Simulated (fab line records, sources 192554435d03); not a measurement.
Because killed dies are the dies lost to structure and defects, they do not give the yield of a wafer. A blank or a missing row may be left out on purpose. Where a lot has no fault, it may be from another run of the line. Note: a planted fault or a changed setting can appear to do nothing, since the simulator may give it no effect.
Split-lot trial    flow n5_finfet    7 lots, 21 wafers read, on a route of 1938 steps

## ABOUT THE SPLIT
At N5_FIN_CUT_EXPOSE_05 (exposes mask FIN CUT), the setting dose_mj was moved away from the recipe's 45.75 on 5 of the 21 wafers read, by +3.4% to +6.0%. All remaining wafers had this setting at the recipe value.

## FROM THE SPLIT TO THE READING: what the file shows between them, 3 steps
- N5_FIN_CUT_PEB_06: peb time 60 s
- N5_FIN_CUT_DEVELOP_07: develop time 30 s
- N5_FIN_CUT_DESCUM_13: chemistry O2, time 7 s

## THE READING
FIN_CUT.cd_offset_nm (the simulator's own value, which no gauge read), in nm, at N5_FIN_CUT_ETCH_30 (etches underlayer in N2/H2, target depth 13 nm, time 10.4 s). The file does not state a usual value for it. Here, 16 wafers ran the recipe; their average is 0.0 nm with a standard deviation of 0.17 nm.

wafer   tool, chamber at the split  dose_mj as run  against the recipe  FIN_CUT.cd_offset_nm, nm  against lot-mates on the recipe
L078.2  euv_scanner-02, 0           45.75           recipe              0.2                       -
L078.4  euv_scanner-02, 0           45.75           recipe              0                         -
L078.5  euv_scanner-02, 0           45.75           recipe              0                         -
L082.3  euv_scanner-01, 0           45.75           recipe              0                         -
L082.4  euv_scanner-01, 0           45.75           recipe              0                         -
L082.5  euv_scanner-01, 0           45.75           recipe              0                         -
L087.2  euv_scanner-01, 0           45.75           recipe              0.2                       -
L087.3  euv_scanner-01, 0           47.29           +3.4%               0.6                       +0.4
L087.6  euv_scanner-01, 0           47.29           +3.4%               0.6                       +0.4
L088.1  euv_scanner-02, 0           45.75           recipe              0.2                       -
L088.2  euv_scanner-02, 0           45.75           recipe              0                         -
L088.3  euv_scanner-02, 0           45.75           recipe              -0.2                      -
L089.2  euv_scanner-02, 0           45.75           recipe              0.4                       -
L089.3  euv_scanner-02, 0           48.48           +6.0%               1.4                       +1.0
L089.5  euv_scanner-02, 0           48.48           +6.0%               1.2                       +0.8
L092.1  euv_scanner-01, 0           45.75           recipe              -0.2                      -
L092.5  euv_scanner-01, 0           45.75           recipe              -0.2                      -
L092.2  euv_scanner-01, 0           47.3            +3.4%               0.2                       +0.4
L095.1  euv_scanner-02, 0           45.75           recipe              0                         -
L095.4  euv_scanner-02, 0           45.75           recipe              -0.2                      -
L095.6  euv_scanner-02, 0           45.75           recipe              -0.2                      -

THE FIT
A straight line over all 21 wafers: FIN_CUT.cd_offset_nm changes by +0.195 nm for each +1% of dose_mj; r = +0.90; the points scatter about the line by 0.2 nm.
The same after taking each lot's own level away (the mean of its wafers on the recipe; 21 wafers): +0.142 nm for each +1%; r = +0.95; scatter 0.096 nm.
Per that fit: largest dose_mj move, reading shift of 0.84 nm.
Across the lots, their own levels run from -0.20 to 0.40 nm, a range of 3.5 times the standard deviation given above.
Thus the slope moves with the lot-to-lot level: the two fits are different.
Check: +0.756 nm against its lot-mates is what the line predicts for one of the wafers moved furthest among these (+6.0%) when that wafer is left out of the fit. Against them it came out at +1 nm.

## FURTHER SPLITS ON THESE WAFERS
Other splits were also applied to these wafers ahead of the reading. Each is held against what the fit with the lots' levels taken away leaves over:
other split on the same wafers         wafers away from the commonest value  r with FIN_CUT.cd_offset_nm (lot level and that fit taken away)
N5_WELL_APT_COAT_02 spin_rpm           4                                     -0.20
N5_WELL_APT_PEB_06 peb_time_s          10                                    +0.05
N5_WELL_APT_DEVELOP_07 develop_time_s  7                                     -0.31
N5_FIN_SAQP_SPACER1_ALD_24 ald_cycles  6                                     -0.19

## FILE'S OWN FIT
FIN_CUT.cd_offset_nm changes by +0.138 nm for each +1% of dose_mj, r = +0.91.
